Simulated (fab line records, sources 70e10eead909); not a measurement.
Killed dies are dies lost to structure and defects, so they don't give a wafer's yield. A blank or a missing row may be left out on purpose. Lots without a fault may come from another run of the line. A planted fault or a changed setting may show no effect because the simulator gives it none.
Chamber matching | flow nand_harc | NHARC_A_STAIRCASE_DESCUM_186 on rie_diel-13: 4 sister chambers
The step chemistry O2, time 3 s. 18 wafers are shown with their chamber, then 9 later ones without.

WAFERS WITH THEIR CHAMBER
wafer  | chamber | drypump_motor_current_A (A) | showerhead_plenum_p_Torr (Torr) | oes_product_au (a.u.)
L076.1 | 3       | 5.5                         | 1.93                            | 1.001
L076.4 | 0       | 5.3                         | 1.93                            | 0.997
L076.5 | 3       | 5.5                         | 1.93                            | 0.994
L081.1 | 0       | 5.3                         | 1.93                            | 1.011
L081.4 | 1       | 5.9                         | 1.86                            | 0.986
L081.6 | 2       | 5.1                         | 1.97                            | 1.006
L082.1 | 2       | 5.2                         | 1.97                            | 1.010
L082.3 | 0       | 5.3                         | 1.93                            | 1.005
L082.4 | 1       | 5.9                         | 1.86                            | 0.981
L083.2 | 3       | 5.5                         | 1.92                            | 1.011
L083.5 | 0       | 5.3                         | 1.92                            | 1.012
L083.6 | 3       | 5.5                         | 1.92                            | 1.006
L085.1 | 1       | 5.9                         | 1.86                            | 0.990
L085.2 | 3       | 5.5                         | 1.92                            | 1.009
L085.3 | 0       | 5.3                         | 1.92                            | 0.995
L085.4 | 2       | 5.1                         | 1.97                            | 1.009
L085.5 | 3       | 5.5                         | 1.92                            | 1.006
L085.6 | 0       | 5.3                         | 1.92                            | 1.011

SIGNATURES (means of the wafers above)
reading                  | chamber 0 | chamber 1 | chamber 2 | chamber 3 | scatter within a chamber
drypump_motor_current_A  | 5.300     | 5.900     | 5.133     | 5.500     | 0.0218
showerhead_plenum_p_Torr | 1.9250    | 1.8600    | 1.9700    | 1.9233    | 0.0045
oes_product_au           | 1.00517   | 0.98567   | 1.00833   | 1.00450   | 0.00612
Rule: a wafer's distance from a chamber is the root of the sum, over the readings, of the square of ((its reading less the chamber's mean) divided by the reading's scatter). The wafer belongs to the nearest chamber; if the next one is less than 2 further off, it can't be placed. The scatter: the root of (the sum of the squares of (reading less its chamber's mean) over the shown wafers, divided by (wafers less chambers)).

WAFERS WITHOUT THEIR CHAMBER
wafer  | drypump_motor_current_A (A) | showerhead_plenum_p_Torr (Torr) | oes_product_au (a.u.)
L084.1 | 5.3                         | 1.92                            | 1.004
L084.4 | 5.9                         | 1.86                            | 0.994
L084.6 | 5.1                         | 1.96                            | 1.011
L096.4 | 5.9                         | 1.85                            | 0.986
L096.5 | 5.9                         | 1.85                            | 0.980
L096.6 | 5.3                         | 1.91                            | 0.989
L097.2 | 5.5                         | 1.91                            | 0.987
L097.4 | 5.1                         | 1.95                            | 0.994
L097.6 | 5.2                         | 1.95                            | 1.001

WHICH CHAMBER EACH WENT THROUGH
wafer  | from the rows above     | in truth
L084.1 | 0                       | 0
L084.4 | 1                       | 1
L084.6 | 2                       | 2
L096.4 | 1                       | 1
L096.5 | 1                       | 1
L096.6 | 0                       | 0
L097.2 | 3                       | 3
L097.4 | 2                       | 2
L097.6 | can't be placed: 2 or 0 | 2
Placed correctly: 8 of 9. Can't be placed from these rows: 1 (the true chamber is among the candidates in 1). Placed wrongly: 0.
